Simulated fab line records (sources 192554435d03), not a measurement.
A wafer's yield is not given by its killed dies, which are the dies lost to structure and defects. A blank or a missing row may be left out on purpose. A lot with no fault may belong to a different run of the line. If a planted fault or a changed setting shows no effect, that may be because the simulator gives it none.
Which of the tools did it? + flow n5 finfet + 12 lots with 35 wafers sampled at 5 steps, on a route of 1938 steps

== WHAT THE GAUGES READ, wafer by wafer ==
The record holds no reading of a measuring or inspecting step that can be judged against a usual standard deviation.

== WHAT TOOL EACH LOT RAN ON (gives the tool, then ch and the chambers of the sampled wafers, and finally the start) ==
| lot  | N5_BEOL_M5_CURE_80            | N5_BEOL_M5_PRE_CLEAN_45      | N5_BEOL_M5_ANNEAL_84         | N5_BEOL_M5_CO_CAP_78             | N5_PASSIVATION_PROBE_49 |
|------|-------------------------------|------------------------------|------------------------------|----------------------------------|-------------------------|
| L116 | uv cure-03 ch 1, day 7 23:50  | pvd sputter-01, day 8 00:22  | pvd sputter-03, day 8 03:14  | cvd co-01 ch 0,1,2, day 8 07:00  | -                       |
| L119 | uv cure-03 ch 1, day 8 16:43  | pvd sputter-03, day 8 17:13  | pvd sputter-03, day 8 20:28  | cvd co-02 ch 0,1,2, day 8 23:31  | prober-02, day 13 02:17 |
| L118 | uv cure-03 ch 0, day 8 23:20  | pvd sputter-02, day 8 23:42  | pvd sputter-01, day 9 02:54  | cvd co-02 ch 0,1, day 9 05:52    | prober-01, day 13 02:44 |
| L117 | uv cure-01 ch 1, day 8 23:51  | pvd sputter-02, day 9 00:10  | pvd sputter-02, day 9 11:01  | cvd co-02 ch 0,2, day 9 13:58    | -                       |
| L124 | uv cure-03 ch 2, day 10 14:22 | pvd sputter-01, day 10 16:42 | pvd sputter-01, day 10 19:30 | cvd co-01 ch 1,2, day 10 22:35   | prober-02, day 14 18:23 |
| L126 | uv cure-02 ch 2, day 11 18:23 | pvd sputter-03, day 11 18:50 | pvd sputter-03, day 11 21:53 | cvd co-02 ch 0,1, day 12 01:09   | prober-01, day 16 10:09 |
| L128 | uv cure-02 ch 2, day 12 05:49 | pvd sputter-01, day 12 06:14 | pvd sputter-02, day 12 09:10 | cvd co-02 ch 0,1,2, day 12 12:23 | prober-01, day 16 08:50 |
| L132 | uv cure-03 ch 0, day 12 11:57 | pvd sputter-01, day 12 14:17 | pvd sputter-01, day 12 17:06 | cvd co-01 ch 0,1, day 12 20:05   | prober-02, day 16 17:11 |
| L134 | uv cure-03 ch 2, day 13 07:37 | pvd sputter-02, day 13 09:09 | pvd sputter-01, day 13 12:06 | cvd co-01 ch 0,1,2, day 13 15:04 | -                       |
| L136 | uv cure-02 ch 1, day 14 15:47 | pvd sputter-02, day 14 16:28 | pvd sputter-03, day 14 19:42 | cvd co-01 ch 0,2, day 14 22:43   | -                       |
| L138 | uv cure-02 ch 2, day 14 17:32 | pvd sputter-01, day 14 18:04 | pvd sputter-01, day 14 21:01 | cvd co-02 ch 0,1,2, day 14 23:59 | -                       |
| L139 | uv cure-02 ch 0, day 15 17:48 | pvd sputter-01, day 15 18:22 | pvd sputter-03, day 15 21:09 | cvd co-01 ch 0,1,2, day 16 00:07 | prober-02, day 19 16:20 |
- N5_BEOL_M5_CURE_80: cures SiCOH lowk, time 120 s.
- N5_BEOL_M5_PRE_CLEAN_45: time 30 s.
- N5_BEOL_M5_ANNEAL_84: time 1800 s.
- N5_BEOL_M5_CO_CAP_78: material Co, precursor CCTBA/H2, target thk 2 nm, time 102.1 s.
- N5_PASSIVATION_PROBE_49

== AS READ BY THE TOOLS THEMSELVES (means over the sampled wafers that have a number; for cases with no such wafer, the mark the record gives instead) ==
N5_BEOL_M5_CURE_80.
| lot  | tool       | lamp power pct (%) | wafer_temp_C_max |
|------|------------|--------------------|------------------|
| L116 | uv cure-03 | 52.36              | 371.9            |
| L119 | uv cure-03 | 52.31              | 371.7            |
| L118 | uv cure-03 | 52.32              | 371.8            |
| L117 | uv cure-01 | 52.26              | 371.1            |
| L124 | uv cure-03 | 52.27              | 371.1            |
| L126 | uv cure-02 | 52.27              | 371.0            |
| L128 | uv cure-02 | 52.35              | 371.1            |
| L132 | uv cure-03 | 52.28              | 372.0            |
| L134 | uv cure-03 | 52.30              | 371.4            |
| L136 | uv cure-02 | 52.32              | 371.0            |
| L138 | uv cure-02 | 52.28              | 371.1            |
| L139 | uv cure-02 | 52.28              | 372.2            |

N5_BEOL_M5_PRE_CLEAN_45.
| lot  | tool           | heater power w (W) |
|------|----------------|--------------------|
| L116 | pvd sputter-01 | 344                |
| L119 | pvd sputter-03 | 310                |
| L118 | pvd sputter-02 | 360                |
| L117 | pvd sputter-02 | 362                |
| L124 | pvd sputter-01 | 337                |
| L126 | pvd sputter-03 | 322                |
| L128 | pvd sputter-01 | 358                |
| L132 | pvd sputter-01 | 344                |
| L134 | pvd sputter-02 | 316                |
| L136 | pvd sputter-02 | 306                |
| L138 | pvd sputter-01 | 364                |
| L139 | pvd sputter-01 | 341                |

N5_BEOL_M5_ANNEAL_84.
| lot  | tool           | heater power w (W) |
|------|----------------|--------------------|
| L116 | pvd sputter-03 | 775                |
| L119 | pvd sputter-03 | 800                |
| L118 | pvd sputter-01 | 848                |
| L117 | pvd sputter-02 | 797                |
| L124 | pvd sputter-01 | 866                |
| L126 | pvd sputter-03 | 768                |
| L128 | pvd sputter-02 | 905                |
| L132 | pvd sputter-01 | 850                |
| L134 | pvd sputter-01 | 892                |
| L136 | pvd sputter-03 | 725                |
| L138 | pvd sputter-01 | 923                |
| L139 | pvd sputter-03 | 780                |

N5_BEOL_M5_CO_CAP_78.
| lot  | tool      | heater power outer w (W) | heater power w (W) | run length s (s) |
|------|-----------|--------------------------|--------------------|------------------|
| L116 | cvd co-01 | 121                      | 242                | 124.7            |
| L119 | cvd co-02 | 111                      | 225                | 124.8            |
| L118 | cvd co-02 | 118                      | 248                | 125.4            |
| L117 | cvd co-02 | 106                      | 215                | 124.3            |
| L124 | cvd co-01 | 127                      | 264                | 124.6            |
| L126 | cvd co-02 | 118                      | 244                | 95.6             |
| L128 | cvd co-02 | 110                      | 225                | 105.3            |
| L132 | cvd co-01 | 121                      | 241                | 124.6            |
| L134 | cvd co-01 | 123                      | 246                | 124.6            |
| L136 | cvd co-01 | 120                      | 247                | 124.5            |
| L138 | cvd co-02 | 111                      | 225                | 125.1            |
| L139 | cvd co-01 | 120                      | 244                | 125.0            |

N5_PASSIVATION_PROBE_49.
| lot  | tool      | defect limited yield (%) | killed_at_M0_to_M3 | killed_at_M4_up | killed at contacts | killed at front end | killed at other | killed dies | killed open | killed short | sort_bin_4_leakage (%) | sort_bin_5_function (%) | sort_bin_6_memory (%) | sort n pass | sort yield pct (%) |
|------|-----------|--------------------------|--------------------|-----------------|--------------------|---------------------|-----------------|-------------|-------------|--------------|------------------------|-------------------------|-----------------------|-------------|--------------------|
| L119 | prober-02 | 89.4                     | 40                 | 30              | 9                  | 44                  | 2               | 125         | 85          | 38           | 0.00                   | 6.1                     | 4.3                   | 1055        | 89.4               |
| L118 | prober-01 | 90.3                     | 32                 | 12              | 14                 | 49                  | 7               | 114         | 74          | 38           | 0.00                   | 5.3                     | 3.8                   | 1066        | 90.3               |
| L124 | prober-02 | 91.6                     | 35                 | 13              | 19                 | 29                  | 4               | 100         | 65          | 32           | 0.00                   | 4.7                     | 3.2                   | 1080        | 91.6               |
| L126 | prober-01 | 88.7                     | 61                 | 20              | 15                 | 32                  | 6               | 134         | 88          | 43           | 0.00                   | 7.2                     | 3.8                   | 1046        | 88.7               |
| L128 | prober-01 | 93.1                     | 26                 | 13              | 7                  | 35                  | 1               | 82          | 51          | 25           | 0.00                   | 4.6                     | 1.9                   | 1098        | 93.1               |
| L132 | prober-02 | 91.9                     | 31                 | 9               | 13                 | 29                  | 13              | 95          | 61          | 34           | 0.00                   | 4.3                     | 3.4                   | 1085        | 91.9               |
| L139 | prober-02 | 91.4                     | 35                 | 9               | 16                 | 39                  | 2               | 101         | 65          | 35           | 0.00                   | 5.0                     | 3.3                   | 1079        | 91.4               |

== THE ANSWER, worked out from the rows above alone ==
Rule: usual is defined by the lots themselves. Put in order of their means at a reading, lots are off if they are a third of the lots or fewer, leave a main group of 4 or more, and stand apart from it by a gap of 3 or more times the standard deviation of the main group's means; of several such gaps the widest counts. A main group is skipped when, at the precision printed for the reading in the tables above, its means are all equal. A lot without any number at a reading at which 4 lots or more have one is off too. The other lots that the step has rows for count as sound. After the gauges, taken in route order, come the tools' own readings; for these a lot's mean is taken, as printed above. The first step at which some lot is off is used, and at that step the reading that is off furthest; a lot without a number counts as furthest.
Off: L126, L128, at N5_BEOL_M5_CO_CAP_78 (run length s). Main group: mean 124.8 s, sd 0.31.
If a tool, at that step or one of the process steps before it, ran each lot that is off and ran no sound lot following the first of them, it fits. Of those tried, none fits.

== WHAT THE SIMULATOR PUT IN ==
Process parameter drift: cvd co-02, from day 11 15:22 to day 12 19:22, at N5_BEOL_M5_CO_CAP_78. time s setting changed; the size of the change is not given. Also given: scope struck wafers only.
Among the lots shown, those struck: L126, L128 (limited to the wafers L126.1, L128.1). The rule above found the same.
